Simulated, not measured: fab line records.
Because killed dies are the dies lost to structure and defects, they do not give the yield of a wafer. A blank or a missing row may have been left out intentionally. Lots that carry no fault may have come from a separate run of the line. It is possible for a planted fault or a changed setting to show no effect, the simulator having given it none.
Chamber matching :: flow nand harc :: 4 sister chambers for NHARC_A_STAIRCASE_TRIM_235 on rie diel-03
The step chemistry O2, time 211.2 s. 4 wafers are shown with their chamber, then 7 later ones without.

## EACH WAFER AND ITS CHAMBER
wafer: L947.6
chamber: 3
showerhead plenum p Torr (Torr): 3.32

wafer: L946.2
chamber: 0
showerhead plenum p Torr (Torr): 3.40

wafer: L946.5
chamber: 1
showerhead plenum p Torr (Torr): 3.29

wafer: L946.6
chamber: 2
showerhead plenum p Torr (Torr): 3.79

## WAFERS MISSING THEIR CHAMBER
wafer: L948.4
showerhead plenum p Torr (Torr): 3.40

wafer: L948.5
showerhead plenum p Torr (Torr): 3.40

wafer: L948.6
showerhead plenum p Torr (Torr): 3.32

wafer: L950.1
showerhead plenum p Torr (Torr): 3.79

wafer: L950.2
showerhead plenum p Torr (Torr): 3.40

wafer: L950.3
showerhead plenum p Torr (Torr): 3.28

wafer: L957.3
showerhead plenum p Torr (Torr): 3.31

## WHICH CHAMBER EACH WENT THROUGH
wafer: L948.4
from the rows above: 0
in truth: 0

wafer: L948.5
from the rows above: 0
in truth: 0

wafer: L948.6
from the rows above: 3
in truth: 3

wafer: L950.1
from the rows above: 2
in truth: 2

wafer: L950.2
from the rows above: 0
in truth: 0

wafer: L950.3
from the rows above: 1
in truth: 1

wafer: L957.3
from the rows above: can't be placed: 3 or 1
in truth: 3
Correctly placed: 6 of 7. Not placeable from these rows: 1 (in 1, the candidates include the true chamber). Number placed wrongly: 0.
How it was worked out, from the rows above alone: a wafer's distance from a chamber is the root of the sum, over the readings, of the square of ((its reading less the chamber's mean) divided by the reading's scatter). If the next closest chamber is less than 2 further off than the closest, the wafer can't be placed; otherwise it belongs to the closest. For every chamber, the mean is computed from those of its wafers that are shown. The scatter: root of mean squared gap, hidden wafer to nearest shown wafer, with one shown wafer a chamber.
